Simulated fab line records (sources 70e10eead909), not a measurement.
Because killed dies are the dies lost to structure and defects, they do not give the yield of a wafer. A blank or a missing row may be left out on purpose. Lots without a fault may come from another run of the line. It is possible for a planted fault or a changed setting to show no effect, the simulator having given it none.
Chamber matching + flow nand-harc + pecvd-02 running NHARC_P_M2_DEP_33: 3 sister chambers
The step deposits SiCN, target thk 30 nm. 16 wafers are shown with their chamber, then 8 later ones without.

EACH WAFER AND ITS CHAMBER
| wafer  | chamber | heater-power-w (W) |
|--------|---------|--------------------|
| L074.1 | 1       | 674                |
| L074.5 | 1       | 666                |
| L074.6 | 2       | 755                |
| L082.2 | 0       | 438                |
| L082.5 | 1       | 564                |
| L082.6 | 2       | 698                |
| L085.2 | 0       | 498                |
| L085.3 | 1       | 591                |
| L085.5 | 2       | 778                |
| L086.1 | 2       | 782                |
| L086.2 | 0       | 451                |
| L086.3 | 1       | 665                |
| L087.1 | 0       | 443                |
| L087.4 | 0       | 442                |
| L087.5 | 1       | 639                |
| L088.1 | 1       | 661                |

SIGNATURES (means of the wafers above)
| reading        | chamber 0 | chamber 1 | chamber 2 | scatter within a chamber |
|----------------|-----------|-----------|-----------|--------------------------|
| heater-power-w | 454.40    | 637.14    | 753.25    | 37.2                     |
Rule: for a wafer and a chamber, the distance is found by dividing, reading by reading, the gap between the wafer's reading and the chamber's mean by the reading's scatter, squaring, summing and taking the root. The wafer belongs to the nearest chamber; if the next one is less than 2 further off, it can't be placed. The scatter: the root of (the sum of the squares of (reading less its chamber's mean) over the shown wafers, divided by (wafers less chambers)).

WAFERS WITH NO CHAMBER GIVEN
| wafer  | heater-power-w (W) |
|--------|--------------------|
| L088.5 | 418                |
| L088.6 | 673                |
| L089.1 | 620                |
| L089.2 | 413                |
| L089.5 | 631                |
| L096.1 | 563                |
| L096.2 | 470                |
| L096.5 | 571                |

WHICH CHAMBER EACH WENT THROUGH
| wafer  | from the rows above     | in truth |
|--------|-------------------------|----------|
| L088.5 | 0                       | 0        |
| L088.6 | can't be placed: 1 or 2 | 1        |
| L089.1 | 1                       | 1        |
| L089.2 | 0                       | 0        |
| L089.5 | 1                       | 1        |
| L096.1 | can't be placed: 1 or 0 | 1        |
| L096.2 | 0                       | 0        |
| L096.5 | can't be placed: 1 or 0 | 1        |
Correct placement for 5 of the 8. These rows do not allow placing 3 (true chamber among the candidates in 3). Wrongly placed: 0.
